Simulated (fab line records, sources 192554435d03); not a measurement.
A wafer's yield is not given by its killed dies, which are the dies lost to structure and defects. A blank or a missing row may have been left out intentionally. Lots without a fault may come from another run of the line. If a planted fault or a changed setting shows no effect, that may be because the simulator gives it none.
Chamber matching / flow n5_finfet / 4 sister chambers for N5_BEOL_M3_ALD_98 on ald_sin-04
The step deposits SiO2, target thk 2.5 nm, pulse time 1 s, co reactant pulse time 1 s. 8 wafers are shown with their chamber, then 7 later ones without.

## WAFERS, EACH WITH ITS CHAMBER
wafer=L076.4; chamber=0; heater_power_w (W)=76; precursor_pulse_height_rel=1.038
wafer=L077.2; chamber=3; heater_power_w (W)=84; precursor_pulse_height_rel=1.010
wafer=L077.3; chamber=0; heater_power_w (W)=77; precursor_pulse_height_rel=1.005
wafer=L078.3; chamber=1; heater_power_w (W)=77; precursor_pulse_height_rel=1.004
wafer=L078.4; chamber=3; heater_power_w (W)=83; precursor_pulse_height_rel=1.014
wafer=L078.6; chamber=2; heater_power_w (W)=72; precursor_pulse_height_rel=0.992
wafer=L088.1; chamber=1; heater_power_w (W)=70; precursor_pulse_height_rel=1.006
wafer=L088.2; chamber=2; heater_power_w (W)=73; precursor_pulse_height_rel=1.007

## WAFERS WHOSE CHAMBER IS MISSING
wafer=L088.3; heater_power_w (W)=76; precursor_pulse_height_rel=0.992
wafer=L094.1; heater_power_w (W)=74; precursor_pulse_height_rel=1.037
wafer=L094.2; heater_power_w (W)=81; precursor_pulse_height_rel=1.008
wafer=L094.3; heater_power_w (W)=73; precursor_pulse_height_rel=0.961
wafer=L095.3; heater_power_w (W)=74; precursor_pulse_height_rel=1.019
wafer=L095.5; heater_power_w (W)=77; precursor_pulse_height_rel=0.989
wafer=L095.6; heater_power_w (W)=74; precursor_pulse_height_rel=0.973

## WHICH CHAMBER EACH ONE RAN IN
wafer=L088.3; from the rows above=can't be placed: 1 or 2 or 0 or 3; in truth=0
wafer=L094.1; from the rows above=can't be placed: 0 or 1 or 2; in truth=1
wafer=L094.2; from the rows above=can't be placed: 3 or 0 or 1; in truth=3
wafer=L094.3; from the rows above=can't be placed: 2 or 1 or 0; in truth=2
wafer=L095.3; from the rows above=can't be placed: 0 or 1 or 2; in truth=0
wafer=L095.5; from the rows above=can't be placed: 1 or 2 or 0 or 3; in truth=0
wafer=L095.6; from the rows above=can't be placed: 2 or 1 or 0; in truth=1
0 of 7 placed correctly. Cannot be placed on the basis of these rows: 7; the candidates contain the true chamber in 7. Wrongly placed: 0.
How it was worked out, from the rows above alone: a wafer's distance from a chamber is the root of the sum, over the readings, of the square of ((its reading less the chamber's mean) divided by the reading's scatter). The wafer belongs to the nearest chamber; if the next one is less than 2 further off, it can't be placed. For every chamber, the mean is computed from those of its wafers that are shown. The scatter is the square root of a quotient: the sum, over the shown wafers, of each reading's squared deviation from its chamber's mean, divided by wafers minus chambers.
